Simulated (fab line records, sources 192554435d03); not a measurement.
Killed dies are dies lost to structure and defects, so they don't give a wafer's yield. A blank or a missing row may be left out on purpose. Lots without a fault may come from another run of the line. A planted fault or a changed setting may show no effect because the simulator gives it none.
Which tool did it? | flow n5_finfet | 10 lots, 28 wafers sampled, at 5 steps of a route of 1938

WHAT THE GAUGES READ, wafer by wafer
N5_HKMG_FIN_OVL_MEAS_50. Usual: NDIPOLE_OVL -0.3 nm, standard deviation 0.73.
lot  | measured    | on         | NDIPOLE_OVL (nm) | flag
L557 | day 4 10:39 | overlay-02 | -0.6 -0.2 -1.4   |
L558 | day 4 19:05 | overlay-01 | -0.8 -1.0 -1.0   |
L559 | day 5 02:10 | overlay-01 | 1.1 -0.3 0.2     |
L560 | day 5 05:19 | overlay-01 | -0.4 -0.4 -1.6   |
L562 | day 5 10:31 | overlay-01 | -0.1 0.2 0.6     |
L574 | day 8 11:55 | overlay-01 | -1.0 0.2 -1.1    |
L575 | day 8 17:55 | overlay-01 | 0.6 0.5 -0.4     |
L576 | day 9 00:59 | overlay-02 | -0.5 -1.4        |
L578 | day 9 12:04 | overlay-01 | 0.0 0.2 0.4      |
L579 | day 9 18:32 | overlay-02 | -0.6 -0.4        |

N5_HKMG_FIN_OVL_MEAS_13. Usual: NWFM_OVL 0.0 nm, standard deviation 0.84.
lot  | measured    | on         | NWFM_OVL (nm)  | flag
L557 | day 4 14:05 | overlay-02 | 0.0 0.0 0.0    |
L558 | day 4 22:28 | overlay-02 | 1.9 0.7 1.9    |
L559 | day 5 05:25 | overlay-02 | -0.5 -0.6 -0.2 |
L560 | day 5 08:39 | overlay-01 | 0.4 -0.6 0.7   |
L562 | day 5 14:02 | overlay-02 | -1.4 -1.6 0.2  |
L574 | day 8 15:37 | overlay-01 | -1.4 -1.5 -1.8 |
L575 | day 8 21:12 | overlay-01 | 1.1 1.0 1.0    |
L576 | day 9 04:44 | overlay-02 | 0.6 -0.1       |
L578 | day 9 15:30 | overlay-02 | 0.1 -0.2 -0.8  |
L579 | day 9 21:48 | overlay-02 | -1.1 -0.2      |

N5_BEOL_M4_RC_MEAS_101. Usual: DIBL_N 36.5 mV/V, standard deviation 2.2; DIBL_P 36.9 mV/V, standard deviation 2.9; IOFF_N 0.17 nA/um, standard deviation 0.044; IOFF_P 0.22 nA/um, standard deviation 0.052; IOFF_P_85C 3.8 nA/um, standard deviation 0.76; IOFF_P_LIN 0.103 nA/um, standard deviation 0.019; IOFF_P_LONG 0.000104 nA/um, standard deviation 9.8e-06; ION_N 671 uA/um, standard deviation 16; ION_P 461 uA/um, standard deviation 10; SS_N 71.6 mV/dec, standard deviation 0.73; SS_P 73.5 mV/dec, standard deviation 0.79; VT_N 250 mV, standard deviation 4.1; VT_P -250 mV, standard deviation 4.1; VT_P_LONG -275 mV, standard deviation 3.1; VT_P_LVT -98 mV, standard deviation 4.
lot  | measured     | on        | DIBL_N (mV/V)  | DIBL_P (mV/V)  | IOFF_N (nA/um) | IOFF_P (nA/um) | IOFF_P_85C (nA/um) | IOFF_P_LIN (nA/um) | IOFF_P_LONG (nA/um)        | ION_N (uA/um) | ION_P (uA/um) | SS_N (mV/dec)  | SS_P (mV/dec)  | VT_N (mV)   | VT_P (mV)      | VT_P_LONG (mV) | VT_P_LVT (mV)  | flag
L557 | day 9 04:32  | prober-02 | 35.9 36.7 35.2 | 36.2 36.3 36.0 | 0.15 0.15 0.14 | 0.21 0.20 0.21 | 3.8 3.6 3.8        | 0.103 0.096 0.101  | 0.000116 0.000113 0.000107 | 666 656 664   | 459 453 461   | 70.7 71.3 71.9 | 73.0 73.7 73.2 | 249 250 253 | -249 -252 -248 | -274 -275 -274 | -98 -99 -98    |
L558 | day 9 11:28  | prober-01 | 34.2 37.0 35.7 | 34.5 38.1 37.1 | 0.11 0.16 0.13 | 0.18 0.22 0.21 | 3.1 3.7 3.6        | 0.084 0.097 0.096  | 0.000111 0.0001 0.000107   | 655 655 668   | 451 448 463   | 71.1 72.2 71.2 | 72.1 73.3 72.9 | 258 250 252 | -254 -252 -251 | -274 -274 -273 | -102 -100 -100 |
L559 | day 9 15:00  | prober-01 | 37.2 35.6 36.1 | 35.2 36.2 35.9 | 0.16 0.14 0.15 | 0.19 0.22 0.22 | 3.4 3.8 3.7        | 0.092 0.104 0.101  | 0.000104 0.000115 0.000107 | 653 658 670   | 439 462 457   | 72.2 71.2 71.4 | 72.8 72.7 73.2 | 253 254 253 | -253 -250 -251 | -275 -275 -276 | -101 -98 -99   |
L560 | day 9 17:33  | prober-02 | 35.4 36.6 31.5 | 33.8 36.8 31.6 | 0.14 0.15 0.09 | 0.16 0.21 0.14 | 2.8 3.6 2.5        | 0.080 0.099 0.074  | 0.000109 0.000104 9.9e-05  | 645 653 640   | 443 449 446   | 71.9 72.1 70.9 | 72.2 73.5 71.8 | 251 252 257 | -253 -249 -253 | -273 -272 -275 | -102 -100 -104 |
L562 | day 9 21:05  | prober-01 | 37.5 34.3 36.0 | 38.7 35.8 36.9 | 0.20 0.14 0.16 | 0.24 0.20 0.20 | 4.2 3.4 3.6        | 0.112 0.093 0.098  | 0.000107 9.7e-05 9.8e-05   | 692 654 671   | 466 450 457   | 72.0 71.6 72.1 | 74.6 73.7 73.9 | 246 253 251 | -251 -252 -249 | -275 -275 -274 | -97 -100 -99   |
L574 | day 13 09:13 | prober-01 | 32.5 40.5 35.3 | 32.7 41.8 35.7 | 0.11 0.22 0.14 | 0.00 0.01 0.00 | 0.1 0.2 0.1        | 0.001 0.002 0.002  | 3.3e-05 5.2e-05 3.8e-05    | 658 677 657   | 292 299 291   | 69.8 72.3 70.3 | 71.9 75.3 73.5 | 252 247 251 | -364 -358 -363 | -386 -385 -389 | -213 -208 -213 | OFF
L575 | day 13 08:51 | prober-02 | 38.8 34.6 36.5 | 40.5 34.3 37.3 | 0.21 0.13 0.18 | 0.00 0.00 0.00 | 0.2 0.1 0.1        | 0.002 0.002 0.002  | 4.1e-05 4.4e-05 4.7e-05    | 686 652 669   | 295 283 290   | 72.5 71.5 71.7 | 73.7 72.7 73.7 | 245 253 245 | -361 -363 -361 | -383 -382 -385 | -207 -212 -210 | OFF
L576 | day 14 03:44 | prober-02 | 35.1 40.6      | 34.2 41.2      | 0.16 0.31      | 0.24 0.38      | 4.2 6.1            | 0.122 0.163        | 0.000134 0.000122          | 682 707       | 478 487       | 71.1 72.5      | 72.9 74.8      | 251 241     | -243 -238      | -267 -269      | -91 -85        |
L578 | day 14 05:49 | prober-01 | 35.3 38.1 37.8 | 35.5 38.7 39.4 | 0.14 0.18 0.17 | 0.18 0.23 0.25 | 3.3 3.9 4.2        | 0.087 0.102 0.108  | 9.6e-05 9.8e-05 9.6e-05    | 666 674 668   | 461 463 461   | 70.9 71.7 71.4 | 73.1 74.3 74.4 | 250 247 248 | -252 -249 -252 | -277 -274 -275 | -100 -97 -96   |
L579 | day 15 04:48 | prober-01 | 40.2 42.3      | 42.9 44.0      | 0.23 0.28      | 0.29 0.33      | 4.9 5.3            | 0.128 0.139        | 9.7e-05 9.7e-05            | 669 702       | 456 471       | 72.3 73.4      | 74.7 75.0      | 248 242     | -247 -243      | -274 -276      | -97 -95        |

WHICH TOOL RAN EACH LOT (tool, then ch and the chambers of the sampled wafers, then the start)
lot  | N5_HKMG_FIN_ALD_36                 | N5_HKMG_FIN_PWFM_ALD_03
L557 | ald_metal-02 ch 0,3, day 4 12:53   | ald_metal-01 ch 1,2, day 4 13:13
L558 | ald_metal-02 ch 0,1,2, day 4 21:16 | ald_metal-01 ch 1,2,3, day 4 21:35
L559 | ald_metal-02 ch 1,2,3, day 5 04:22 | ald_metal-01 ch 0,2,3, day 5 04:40
L560 | ald_metal-01 ch 2,3, day 5 07:35   | ald_metal-01 ch 1,2,3, day 5 07:55
L562 | ald_metal-03 ch 2,3, day 5 12:50   | ald_metal-02 ch 1,2,3, day 5 13:10
L574 | ald_metal-02 ch 0,1, day 8 14:33   | ald_metal-03 ch 0,2,3, day 8 14:52
L575 | ald_metal-02 ch 0,1,2, day 8 20:08 | ald_metal-01 ch 0,1,2, day 8 20:28
L576 | ald_metal-01 ch 0,1, day 9 03:34   | ald_metal-02 ch 0,3, day 9 03:52
L578 | ald_metal-02 ch 0,1, day 9 14:19   | ald_metal-01 ch 2,3, day 9 14:38
L579 | ald_metal-01 ch 1,2, day 9 20:44   | ald_metal-01 ch 2,3, day 9 21:04
- N5_HKMG_FIN_ALD_36: deposits TiN, target thk 1 nm, pulse time 1 s, purge time 3 s.
- N5_HKMG_FIN_PWFM_ALD_03: deposits TiN, target thk 2 nm, pulse time 1 s, purge time 3 s.

WHAT THE TOOLS THEMSELVES READ (means of the sampled wafers that have a number; where no wafer has one, the mark that the record gives instead)
N5_HKMG_FIN_ALD_36. Usual: chamber_pressure_Torr 3.001 Torr, standard deviation 0.0069; heater_power_w 865 W, standard deviation 130; precursor_pulse_height_rel 1.000, standard deviation 0.021.
lot  | tool         | chamber_pressure_Torr (Torr) | heater_power_w (W) | precursor_pulse_height_rel | flag
L557 | ald_metal-02 | 3.004                        | 750                | 0.983                      |
L558 | ald_metal-02 | 3.004                        | 751                | 1.013                      |
L559 | ald_metal-02 | 2.997                        | 791                | 1.018                      |
L560 | ald_metal-01 | 2.995                        | 1046               | 0.985                      |
L562 | ald_metal-03 | 3.002                        | 867                | 1.018                      |
L574 | ald_metal-02 | 2.998                        | 737                | 1.028                      |
L575 | ald_metal-02 | 2.998                        | 749                | 0.992                      |
L576 | ald_metal-01 | 3.008                        | 852                | 0.991                      |
L578 | ald_metal-02 | 3.002                        | 774                | 0.976                      |
L579 | ald_metal-01 | 2.998                        | 937                | 1.002                      |

N5_HKMG_FIN_PWFM_ALD_03. Usual: chamber_pressure_Torr 3.000 Torr, standard deviation 0.0062; heater_power_w 872 W, standard deviation 110; precursor_pulse_height_rel 0.997, standard deviation 0.022.
lot  | tool         | chamber_pressure_Torr (Torr) | heater_power_w (W) | precursor_pulse_height_rel | flag
L557 | ald_metal-01 | 3.005                        | 868                | 1.009                      |
L558 | ald_metal-01 | 3.001                        | 921                | 0.994                      |
L559 | ald_metal-01 | 3.005                        | 990                | 1.012                      |
L560 | ald_metal-01 | 2.998                        | 925                | 1.004                      |
L562 | ald_metal-02 | 3.007                        | 796                | 1.003                      |
L574 | ald_metal-03 | -                            | -                  | -                          | OFF
L575 | ald_metal-01 | -                            | -                  | -                          | OFF
L576 | ald_metal-02 | 2.998                        | 777                | 0.970                      |
L578 | ald_metal-01 | 3.002                        | 981                | 1.001                      |
L579 | ald_metal-01 | 3.003                        | 1020               | 0.996                      |

THE ANSWER, worked out from the rows above alone
Rule: a lot is off if the mean of its wafers that have a number lies more than 3 standard deviations from the usual mean. A lot without any number at a reading at which 4 lots or more have one is off too. The other lots that the step has rows for count as sound. The gauges are gone through in route order, then the tools' own readings, and for those a lot's mean is taken as printed above. The first step at which some lot is off is used, and at that step the reading that is off furthest; a lot without a number counts as furthest.
Off: L574, L575, at N5_BEOL_M4_RC_MEAS_101 (VT_P_LONG).
A tool fits if, at a process step before that reading, it ran every lot that is off, and no sound lot after the first of them. The gauges at N5_BEOL_M4_RC_MEAS_101 aren't tried: what is off there is off at N5_HKMG_FIN_PWFM_ALD_03 too, on other tools, and a gauge's error can't cause that. None of those tried fits.

WHAT THE SIMULATOR HAD PUT IN
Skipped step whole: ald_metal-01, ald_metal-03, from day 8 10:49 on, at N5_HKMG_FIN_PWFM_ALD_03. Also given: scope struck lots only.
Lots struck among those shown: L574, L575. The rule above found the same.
